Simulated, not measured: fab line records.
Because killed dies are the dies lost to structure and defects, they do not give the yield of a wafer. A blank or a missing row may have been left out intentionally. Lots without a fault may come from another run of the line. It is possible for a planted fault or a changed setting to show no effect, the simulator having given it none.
fab line records | flow nand_harc
record: lots: 14 wafers: 42 last_day: 33
route steps=1302 shown A_M0@1159 A_M1@1176
lots that met no fault: taken from a fault-free run of the same line
start_h: hours from the record's opening day to when the first of the lot's shown wafers began | wait_h: how many hours have passed since the lot's step before this one | " unchanged from the row above | L1.1+2: a single row standing in for several wafers | - no value, or no start was given | * or withheld: withheld | < > ~ a bound
route shown NAME@n: NAME is a module with steps in the file, n the number in the route of the first one | usual: the fault-free wafers' mean and standard deviation | same: alike in all rows | chamber/n: place in a boat | sites: each site's reading | _std_site: standard deviation across them | _edge_site: the outer-site mean with the inner-site mean subtracted | radius_mm: for every site, how far away it sits from the centre of the wafer | mask NAME#n: copy n | behind: the most recent tool/chamber to have shaped the wafer | hold: cause of the lot's hold/its duration in hours/its outcome | device: which transistor (n, p or np) failed to switch | end of line: tests run on the same wafers once the route is complete | a step with no rows: only its recipe | killed: dies that structure and defects cost at the first sort, which is not the same as the wafer's yield | map: a wafer's dies, x killed, . not, _ none there
set.NAME: the setting as run; set.NAME@STEP: as run at that earlier step | model.NAME: the simulator's own value behind a step, which no gauge read
one table for each step of the route and one row for each wafer, over a sample of lots
services: the hour from which a tool's chamber was out of use, counted from the record's first day as start_h (under 0 if before that day), plus the number of hours and why
== steps ==
step: NHARC_A_M0_PVD_21
recipe: target_thk_a: 300 chamber_pressure_pa: 5 power_w: 5000 substrate_temp_c: 30 time_s: 20.49 material: Cu
usual: throttle_valve_pct: 29.9/1.1
columns lot.wafer tool chamber start_h wait_h throttle_valve_pct
L281.1 pvd_sputter-01 - - - 30.5
L281.3 " - " " 29.5
L281.6 " - " " 28.7
L284.4 pvd_sputter-03 - - - 30.1
L284.3 " - " " 29.2
L284.6 " - " " 30.0
L283.1 pvd_sputter-01 - - - 28.4
L283.4 " - " " 28.3
L283.5 " - " " 28.1
L285.2 pvd_sputter-03 - - - 29.2
L285.3 " - " " 30.1
L285.5 " - " " 29.3
L286.1 pvd_sputter-03 - - - 29.7
L286.3 " - " " 29.3
L286.6 " - " " 29.9
L289.3 pvd_sputter-01 - - - 30.7
L289.4 " - " " 28.3
L289.6 " - " " 27.9
L293.2 pvd_sputter-02 - - - 31.2
L293.3 " - " " 31.3
L293.6 " - " " 30.7
L296.4 pvd_sputter-03 - - - 29.2
L296.1 " - " " 30.0
L296.6 " - " " 29.7
L295.4 pvd_sputter-03 - - - 29.6
L295.1 " - " " 29.2
L295.5 " - " " 30.0
L294.3 pvd_sputter-02 - - - 29.7
L294.4 " - " " 29.7
L294.6 " - " " 32.2
L297.1 pvd_sputter-02 - - - 29.2
L297.6 " - " " 32.2
L297.5 " - " " 31.7
L300.4 pvd_sputter-02 - - - 31.0
L300.3 " - " " 29.4
L300.6 " - " " 31.4
L301.2 pvd_sputter-01 - - - 28.2
L301.1 " - " " 28.0
L301.4 " - " " 30.2
L303.4 pvd_sputter-02 - - - 30.0
L303.2 " - " " 31.6
L303.5 " - " " 29.6
step: NHARC_A_M1_EXPOSE_06
recipe: na: 1.35 target_cd_nm: 120 dose_mj: 75.13 mask_id: A_M1
usual: exposure_dose_mJ_cm2: 75.10/0.076 focus_offset_nm: 0.2/0.57
columns lot.wafer tool chamber start_h wait_h mask exposure_dose_mJ_cm2 focus_offset_nm
L281.1 arfi_scanner-03 0 535.12 - A_M1#0 75.14 -0.3
L281.3 " 0 " " A_M1#0 75.17 -0.3
L281.6 " 0 " " A_M1#0 75.07 -0.8
L284.3 arfi_scanner-01 0 550.49 - A_M1#0 75.07 0.4
L284.4 " 0 " " A_M1#0 75.12 -0.4
L284.6 " 0 " " A_M1#0 75.15 0.1
L283.1 arfi_scanner-02 0 551.81 - A_M1#0 75.06 0.6
L283.4 " 0 " " A_M1#0 75.09 0.7
L283.5 " 0 " " A_M1#0 75.04 0.4
L285.2 arfi_scanner-03 0 562.25 - A_M1#0 75.09 -0.6
L285.3 " 0 " " A_M1#0 75.12 0.3
L285.5 " 0 " " A_M1#0 74.98 0.0
L286.1 arfi_scanner-02 0 586.11 - A_M1#0 75.01 1.0
L286.3 " 0 " " A_M1#0 75.11 0.4
L286.6 " 0 " " A_M1#0 75.03 0.4
L289.3 arfi_scanner-03 - 620.53 - A_M1#0 - -
L289.4 " - " " A_M1#0 - -
L289.6 " - " " A_M1#0 - -
L293.2 arfi_scanner-02 - 632.88 - A_M1#0 - -
L293.3 " - " " A_M1#0 - -
L293.6 " - " " A_M1#0 - -
L296.1 arfi_scanner-01 0 664.98 - A_M1#0 75.13 0.7
L296.4 " 0 " " A_M1#0 75.16 0.6
L296.6 " 0 " " A_M1#0 75.14 0.5
L295.1 arfi_scanner-01 0 669.79 - A_M1#0 74.98 -0.4
L295.4 " 0 " " A_M1#0 74.92 0.2
L295.5 " 0 " " A_M1#0 75.11 0.4
L294.3 arfi_scanner-03 0 671.37 - A_M1#0 75.06 1.3
L294.4 " 0 " " A_M1#0 75.05 1.5
L294.6 " 0 " " A_M1#0 75.01 0.9
L297.1 arfi_scanner-03 0 708.39 - A_M1#0 75.12 0.2
L297.5 " 0 " " A_M1#0 75.20 0.3
L297.6 " 0 " " A_M1#0 75.23 0.5
L300.3 arfi_scanner-01 0 712.98 - A_M1#0 75.22 -0.3
L300.4 " 0 " " A_M1#0 75.18 -0.3
L300.6 " 0 " " A_M1#0 75.17 -0.8
L301.1 arfi_scanner-03 0 736.34 - A_M1#0 75.06 0.7
L301.2 " 0 " " A_M1#0 75.07 1.1
L301.4 " 0 " " A_M1#0 75.15 0.1
L303.2 arfi_scanner-01 0 755.21 - A_M1#0 75.10 0.2
L303.4 " 0 " " A_M1#0 75.18 0.0
L303.5 " 0 " " A_M1#0 75.13 0.5
step: NHARC_A_M1_DESCUM_14
recipe: time_s: 3 o2_flow_sccm: 200 ar_flow_sccm: 0 bias_power_w: 0 chemistry: O2
usual: drypump_motor_current_A: 5.9/0.36 oes_product_au: 1.000/0.0091 rf_vpp_V: 57.8/0.87 showerhead_plenum_p_Torr: 1.94/0.075 throttle_valve_pct: 11.312/0.0085
columns lot.wafer tool chamber start_h wait_h drypump_motor_current_A oes_product_au rf_hours_counter_h rf_vpp_V showerhead_plenum_p_Torr throttle_valve_pct
L281.3 rie_diel-10 3 535.44 0.1 5.2 0.987 6.6 58.1 1.94 11.320
L281.1 " 0 " " 5.6 0.994 6.2 56.2 2.03 11.317
L281.6 " 0 " " 5.6 1.004 - 58.3 2.03 11.316
L284.4 rie_diel-05 3 550.80 0.1 6.1 1.002 6.0 56.9 1.82 11.310
L284.3 " 2 " " 6.1 0.996 6.1 58.3 2.02 11.300
L284.6 " 3 " " 6.1 0.996 - 56.9 1.82 11.315
L283.4 rie_diel-10 2 552.16 0.1 6.2 1.007 6.5 57.7 1.89 11.306
L283.1 " 3 " " 5.1 0.991 7.1 57.0 1.94 11.301
L283.5 " 0 " " 5.6 0.990 - 57.4 2.03 11.320
L285.2 rie_diel-10 2 562.57 0.1 6.2 0.999 7.3 58.1 1.89 11.318
L285.3 " 1 " " 5.9 1.010 7.0 57.3 2.02 11.302
L285.5 " 3 " " 5.1 0.995 - 57.9 1.94 11.304
L286.1 rie_diel-06 3 586.43 0.1 5.8 1.003 2.2 58.2 2.02 11.312
L286.3 " 1 " " 6.5 1.000 2.2 57.9 1.95 11.315
L286.6 " 0 " " 6.0 1.003 - 58.9 1.82 11.307
L289.4 rie_diel-10 2 620.85 0.1 6.1 1.010 0.1 58.1 1.89 11.310
L289.3 " 3 " " 5.2 1.007 0.1 56.2 1.94 11.314
L289.6 " 3 " " 5.2 1.003 - 58.0 1.94 11.311
L293.3 rie_diel-06 3 633.21 0.1 5.8 1.004 3.2 58.1 2.02 11.308
L293.2 " 0 " " 6.0 0.994 3.2 59.4 1.81 11.299
L293.6 " 2 " " 5.9 1.005 - 57.4 1.94 11.319
L296.4 rie_diel-10 2 665.32 0.1 6.2 1.019 2.3 56.9 1.89 11.310
L296.1 " 3 " " 5.1 1.025 2.6 58.9 1.94 11.320
L296.6 " 1 " " 5.9 0.988 - 59.1 2.02 11.326
L295.1 rie_diel-05 3 670.13 0.1 6.1 0.988 5.7 56.9 1.82 11.326
L295.4 " 0 " " 5.5 0.992 5.5 58.6 1.86 11.309
L295.5 " 3 " " 6.1 1.001 - 57.9 1.82 11.319
L294.3 rie_diel-05 2 671.70 0.1 6.1 1.000 4.9 59.3 2.02 11.320
L294.4 " 3 " " 6.1 0.986 5.8 58.3 1.82 11.314
L294.6 " 1 " " 6.3 1.003 - 57.7 1.90 11.309
L297.1 rie_diel-06 1 708.74 0.1 6.5 0.997 1.2 58.7 1.95 11.317
L297.6 " 3 " " 5.8 1.001 - 58.5 2.02 11.315
L297.5 " 0 " " 6.0 0.991 - 56.7 1.81 11.304
L300.4 rie_diel-06 0 713.29 0.1 6.0 0.989 1.1 55.7 1.81 11.309
L300.3 " 2 " " 5.9 1.015 1.3 56.3 1.94 11.310
L300.6 " 0 " " 6.0 0.986 - 55.0 1.81 11.320
L301.2 rie_diel-06 0 736.66 0.1 6.0 0.981 1.7 57.1 1.81 11.295
L301.1 " 1 " " 6.5 0.987 1.9 58.3 1.95 11.308
L301.4 " 2 " " 5.8 1.014 - 57.7 1.94 11.310
L303.2 rie_diel-06 3 755.53 0.1 5.8 1.005 1.4 58.2 2.02 11.308
L303.4 " 1 " " 6.5 0.994 2.8 58.6 1.95 11.308
L303.5 " 3 " " 5.8 1.001 - 60.6 2.02 11.311
step: NHARC_A_M1_CD_MEAS_16
usual: cd_nm: 120.0/0.79
columns lot.wafer tool chamber start_h wait_h cd_nm
L281.1 cd_sem-03 - 535.75 - 121.2
L281.3 " - " " 118.7
L281.6 " - " " 120.4
L284.3 cd_sem-03 - 551.11 - 120.1
L284.4 " - " " 118.9
L284.6 " - " " 120.0
L283.1 cd_sem-03 - 552.45 - 119.7
L283.4 " - " " 119.3
L283.5 " - " " 119.8
L285.2 cd_sem-03 - 562.88 - 119.2
L285.3 " - " " 120.1
L285.5 " - " " 118.8
L286.1 cd_sem-03 - 586.74 - 119.2
L286.3 " - " " 119.7
L286.6 " - " " 120.2
L289.3 cd_sem-03 - 621.16 - -
L289.4 " - " " -
L289.6 " - " " -
L293.2 cd_sem-02 - 633.51 - -
L293.3 " - " " -
L293.6 " - " " -
L296.1 cd_sem-02 - 665.62 - 119.6
L296.4 " - " " 119.9
L296.6 " - " " 120.1
L295.1 cd_sem-03 - 670.42 - 119.9
L295.4 " - " " 118.9
L295.5 " - " " 119.5
L294.3 cd_sem-02 - 672.00 - 121.3
L294.4 " - " " 121.1
L294.6 " - " " 121.5
L297.1 cd_sem-01 - 709.02 - 119.7
L297.5 " - " " 120.0
L297.6 " - " " 119.0
L300.3 cd_sem-03 - 713.60 - 119.4
L300.4 " - " " 121.1
L300.6 " - " " 120.1
L301.1 cd_sem-02 - 737.01 - 120.7
L301.2 " - " " 121.1
L301.4 " - " " 121.0
L303.2 cd_sem-01 - 755.83 - 119.7
L303.4 " - " " 122.2
L303.5 " - " " 120.8
== services ==
columns tool chamber start_h hours kind
arfi_scanner-03 - 522.47 2.2 repair
pvd_sputter-03 - 526.00 10.0 pm
arfi_scanner-01 - 532.67 0.7 repair
arfi_scanner-03 - 548.21 4.0 pm
rie_diel-10 1 591.78 5.3 repair
arfi_scanner-01 - 596.00 4.0 pm
rie_diel-10 - 596.50 9.0 pm
arfi_scanner-03 - 602.98 0.4 repair
pvd_sputter-03 - 608.25 5.0 repair
rie_diel-06 3 612.05 4.5 repair
arfi_scanner-01 - 621.67 0.5 repair
pvd_sputter-03 - 632.94 1.4 repair
pvd_sputter-02 - 638.00 10.0 pm
rie_diel-06 3 643.14 6.4 repair
arfi_scanner-03 - 658.92 0.5 repair
rie_diel-06 - 661.20 9.0 pm
arfi_scanner-03 - 680.47 7.4 repair
rie_diel-10 0 689.71 7.3 repair
arfi_scanner-03 - 698.28 1.6 repair
pvd_sputter-03 - 704.00 10.0 pm
pvd_sputter-03 - 714.88 5.2 repair
arfi_scanner-03 - 720.21 4.0 pm
rie_diel-06 3 720.90 20.0 repair
rie_diel-06 0 746.54 4.4 repair
== key ==
first_sign: step: NHARC_A_M1_EXPOSE_06 reading: tool_record direction: missing
effect none on later readings
met_at NHARC_A_M1_EXPOSE_06
struck_lots L289,L293
later_rows_left_out L289.3,L289.4,L289.6,L293.2,L293.3,L293.6
sort_left_out L289.3,L289.4,L289.6,L293.2,L293.3,L293.6
not_acting_at NHARC_A_M0_PVD_21,NHARC_A_M1_DESCUM_14,NHARC_A_M1_CD_MEAS_16
onset_between 586.11 620.53
fault: kind: skipped_step_whole tool: arfi_scanner-02,arfi_scanner-03 chamber: - onset_h: 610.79 steps: NHARC_A_M1_EXPOSE_06 scope: struck_lots_only
sort_left_out: the simulated sort isn't trusted on such a fault, so these wafers' sort isn't shown, and their yield isn't known
later_rows_left_out: the simulator's readings of these wafers behind a module that went badly wrong aren't trusted and aren't shown, but for the sort
